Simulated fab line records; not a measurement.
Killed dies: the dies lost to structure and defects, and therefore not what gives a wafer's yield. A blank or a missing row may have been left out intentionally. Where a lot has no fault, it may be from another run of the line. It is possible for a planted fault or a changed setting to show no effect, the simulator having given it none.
The same fault as seen by 3 desks || flow n5 finfet || each desk has only its own numbers; what lay behind them comes last

== AT THE TOOL OWNER'S DESK: rie si-01 ==
The tool's own readings at N5_FIN_SAQP_MANDREL_ETCH_22 (etches a-Si in HBr/Cl2, stops on SiNx, target depth 60 nm, bt time 10 s, time 30 s): means of the sampled wafers that have a number, for each lot that ran on this tool. Any lot whose mean is over 4 standard deviations away from the usual mean is out of limits and marked OUT; that distance is given in the brackets.
Columns: A = chamber pressure mTorr at N5_FIN_SAQP_MANDREL_ETCH_22, usual 10.000 mTorr; B = drypump motor current A at N5_FIN_SAQP_MANDREL_ETCH_22, usual 5.7 A; C = oes product au at N5_FIN_SAQP_MANDREL_ETCH_22, usual 0.762 a.u.; D = throttle valve pct at N5_FIN_SAQP_MANDREL_ETCH_22, usual 35.2 %
{"lot": "L563", "first seen here": "day 1 22:22", "A": 10.006, "B": 5.3, "C": 0.753, "D": 34.9}
{"lot": "L565", "first seen here": "day 2 11:04", "A": 10.002, "B": 5.5, "C": 0.762, "D": 35.4}
{"lot": "L570", "first seen here": "day 3 17:28", "A": 10.009, "B": 5.5, "C": 0.752, "D": 35.2}
{"lot": "L572", "first seen here": "day 4 04:37", "A": 9.997, "B": 5.9, "C": "0.701 (-5.5) OUT", "D": 35.3}
{"lot": "L573", "first seen here": "day 4 10:08", "A": 9.999, "B": 5.9, "C": "0.700 (-5.6) OUT", "D": 35.0}
This desk's verdict: out of limits on L572, L573, starting with L572 at day 4 04:37 (oes product au at N5_FIN_SAQP_MANDREL_ETCH_22). L563, L565, L570: within limits.

== METROLOGY DESK ==
Lot by lot, what the gauges showed, no matter which tool ran the lot: averages of those sampled wafers that carry a number. Any lot whose mean is over 4 standard deviations away from the usual mean is out of limits and marked OUT; that distance is given in the brackets. Readings shown: 7 of its 10, picked as those furthest out on some lot.
Columns: A = DIBL_N at N5_BEOL_M4_RC_MEAS_101, usual 36.0 mV/V; B = DIBL_P at N5_BEOL_M4_RC_MEAS_101, usual 36.7 mV/V; C = IOFF_N at N5_BEOL_M4_RC_MEAS_101, usual 0.16 nA/um; D = ION_N at N5_BEOL_M4_RC_MEAS_101, usual 673 uA/um; E = ION_P at N5_BEOL_M4_RC_MEAS_101, usual 461 uA/um; F = SS_P at N5_BEOL_M4_RC_MEAS_101, usual 73.4 mV/dec; G = VT_N at N5_BEOL_M4_RC_MEAS_101, usual 250 mV
{"lot": "L563", "first seen here": "day 7 17:22", "A": 32.3, "B": 33.6, "C": 0.13, "D": 664, "E": 458, "F": 72.5, "G": 253}
{"lot": "L565", "first seen here": "day 8 12:34", "A": 36.4, "B": 36.8, "C": 0.17, "D": 686, "E": 463, "F": 73.9, "G": 250}
{"lot": "L570", "first seen here": "day 9 20:40", "A": 32.7, "B": 35.6, "C": 0.15, "D": 659, "E": 453, "F": 72.7, "G": 251}
{"lot": "L574", "first seen here": "day 11 02:02", "A": 37.2, "B": 37.0, "C": 0.19, "D": 683, "E": 463, "F": 73.6, "G": 248}
{"lot": "L582", "first seen here": "day 13 00:16", "A": 35.6, "B": 37.0, "C": 0.15, "D": 673, "E": 455, "F": 73.5, "G": 253}
{"lot": "L585", "first seen here": "day 14 07:53", "A": 35.8, "B": 38.0, "C": 0.16, "D": 682, "E": 470, "F": 73.5, "G": 247}
This desk's finding: nothing out of limits on any of the 6 lots.

== THE DEFECT DESK ==
What the inspections along the route counted, lot by lot: means of the sampled wafers that have a number. Any lot whose mean is over 4 standard deviations away from the usual mean is out of limits and marked OUT; that distance is given in the brackets.
Columns: A = raw defect count at N5_FIN_SAQP_INSPECT_40, usual 237
{"lot": "L563", "first seen here": "day 2 03:46", "A": 195}
{"lot": "L565", "first seen here": "day 2 15:10", "A": 201}
{"lot": "L570", "first seen here": "day 3 21:37", "A": 193}
{"lot": "L572", "first seen here": "day 4 08:53", "A": "2000 (+25) OUT"}
{"lot": "L573", "first seen here": "day 4 14:14", "A": "1868 (+23) OUT"}
{"lot": "L574", "first seen here": "day 4 22:55", "A": 167}
{"lot": "L582", "first seen here": "day 6 20:31", "A": 244}
{"lot": "L585", "first seen here": "day 7 14:40", "A": 279}
This desk's verdict: out of limits on L572, L573, starting with L572 at day 4 08:53 (raw defect count at N5_FIN_SAQP_INSPECT_40). L563, L565, L570, L574, L582, L585: within limits.

== BROUGHT TOGETHER ==
The tool owner's desk had the chance to raise an alarm at day 4 04:37 on L572, L573.
The defect desk could have raised an alarm at day 4 08:53, on L572, L573.
From the metrology desk's view, nothing was out of limits.
The metrology desk has no number on record for L572, L573.
All the named lots went through N5_FIN_SAQP_MANDREL_ETCH_22 on rie si-01.

== WHAT WAS PUT IN BY THE SIMULATOR ==
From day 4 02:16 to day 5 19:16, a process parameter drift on rie si-01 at N5_FIN_SAQP_MANDREL_ETCH_22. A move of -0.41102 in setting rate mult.
Lots struck among those shown: L572, L573.
Hours from the fault's start to each desk's first reading out of limits: the tool owner's desk, 2; the defect desk, 7.
